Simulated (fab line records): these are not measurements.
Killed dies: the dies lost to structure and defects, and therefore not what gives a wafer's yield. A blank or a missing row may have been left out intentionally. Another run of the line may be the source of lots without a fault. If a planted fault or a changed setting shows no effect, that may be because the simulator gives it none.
Which of the tools did it?	flow n5 finfet	12 lots, 36 wafers sampled, at 2 steps of a route of 1938

WHAT THE GAUGES SHOWED, per wafer
N5_BEOL_M8_THK_MEAS_01.
lot	measured	on	M8_ILD_THK (nm)
L076	day 9 08:56	film metro-02	155.5 154.8 157.4
L077	day 10 04:52	film metro-01	159.5 158.9 159.7
L079	day 11 02:06	film metro-02	153.1 157.3 156.9
L083	day 11 16:08	film metro-02	153.1 154.4 155.1
L082	day 12 04:46	film metro-01	153.0 155.7 153.5
L085	day 12 21:01	film metro-01	152.7 152.7 151.7
L089	day 13 05:23	film metro-01	153.7 155.4 153.8
L088	day 13 16:03	film metro-01	155.6 155.2 158.0
L092	day 14 01:05	film metro-01	156.3 157.0 157.6
L091	day 14 08:03	film metro-01	152.9 153.4 156.0
L095	day 15 02:05	film metro-01	154.1 152.5 154.4
L096	day 16 05:04	film metro-01	156.1 154.7 157.5

TOOL THAT RAN EACH LOT (tool first, then ch and the chambers of the sampled wafers, then the start)
lot	N5_BEOL_M8_CURE_74
L076	uv cure-01 ch 1, day 9 08:07
L077	uv cure-02 ch 2, day 10 04:35
L079	uv cure-01 ch 0, day 11 01:40
L083	uv cure-03 ch 1, day 11 15:43
L082	uv cure-02 ch 0, day 12 04:19
L085	uv cure-02 ch 0, day 12 20:30
L089	uv cure-02 ch 2, day 13 05:02
L088	uv cure-02 ch 0, day 13 15:37
L092	uv cure-01 ch 0, day 14 00:39
L091	uv cure-02 ch 1, day 14 07:32
L095	uv cure-01 ch 2, day 15 01:39
L096	uv cure-02 ch 1, day 16 04:48
- N5_BEOL_M8_CURE_74: cures SiCOH lowk, time 240 s.

THE ANSWER, worked out from the rows above alone
Rule: the usual values come from the lots themselves. The widest of any qualifying gaps counts: lots, ordered by their means at a reading, are off when they make up no more than a third of the lots, leave a main group of 4 or more, and stand apart from it by 3 or more times the standard deviation of that group's means. A main group whose means are all the same, to the digits that the tables above print for the reading, isn't used. A lot without any number at a reading at which 4 lots or more have one is off too. Where the step has rows for the other lots, those lots are counted as sound.
Across all readings shown, no lot is off: no conclusion can be drawn from this.

WHAT THE SIMULATOR HAD PUT IN
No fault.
